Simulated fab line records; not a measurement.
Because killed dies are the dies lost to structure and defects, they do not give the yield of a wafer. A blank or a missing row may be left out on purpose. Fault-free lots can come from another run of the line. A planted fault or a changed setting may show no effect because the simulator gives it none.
Matching of chambers :: flow nand-harc :: 3 sister chambers for NHARC_A_ONON_D1_DEP_33 on pecvd-03
The step deposits SiO2, target thk 200 nm. 6 wafers are shown with their chamber, then 7 later ones without.

== WAFERS WITH THEIR CHAMBER ==
wafer: L348.3
chamber: 2
throttle-valve-pct (%): 15.4
heater-power-w (W): 559

wafer: L358.4
chamber: 1
throttle-valve-pct (%): 15.4
heater-power-w (W): 429

wafer: L358.5
chamber: 0
throttle-valve-pct (%): 16.4
heater-power-w (W): 470

wafer: L358.6
chamber: 2
throttle-valve-pct (%): 15.5
heater-power-w (W): 628

wafer: L360.1
chamber: 0
throttle-valve-pct (%): 16.4
heater-power-w (W): 433

wafer: L360.3
chamber: 1
throttle-valve-pct (%): 15.6
heater-power-w (W): 517

== WAFERS WITH NO CHAMBER GIVEN ==
wafer: L360.6
throttle-valve-pct (%): 15.5
heater-power-w (W): 583

wafer: L361.1
throttle-valve-pct (%): 15.4
heater-power-w (W): 519

wafer: L361.3
throttle-valve-pct (%): 16.5
heater-power-w (W): 435

wafer: L361.5
throttle-valve-pct (%): 15.6
heater-power-w (W): 528

wafer: L363.3
throttle-valve-pct (%): 16.4
heater-power-w (W): 427

wafer: L363.4
throttle-valve-pct (%): 15.2
heater-power-w (W): 535

wafer: L363.6
throttle-valve-pct (%): 16.5
heater-power-w (W): 445

== THE CHAMBER EACH PASSED THROUGH ==
wafer: L360.6
from the rows above: can't be placed: 2 or 1
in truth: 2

wafer: L361.1
from the rows above: can't be placed: 1 or 2
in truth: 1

wafer: L361.3
from the rows above: 0
in truth: 0

wafer: L361.5
from the rows above: can't be placed: 1 or 2
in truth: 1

wafer: L363.3
from the rows above: 0
in truth: 0

wafer: L363.4
from the rows above: can't be placed: 2 or 1
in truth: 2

wafer: L363.6
from the rows above: 0
in truth: 0
Correct placement for 3 of the 7. Not placeable from these rows: 4 (in 4, the candidates include the true chamber). Wrongly placed: 0.
How it was worked out, from the rows above alone: a wafer's distance from a chamber is the root of the sum, over the readings, of the square of ((its reading less the chamber's mean) divided by the reading's scatter). If the next closest chamber is less than 2 further off than the closest, the wafer can't be placed; otherwise it belongs to the closest. The mean given for a chamber averages the wafers shown for that chamber. The scatter: the root of (the sum of the squares of (reading less its chamber's mean) over the shown wafers, divided by (wafers less chambers)).
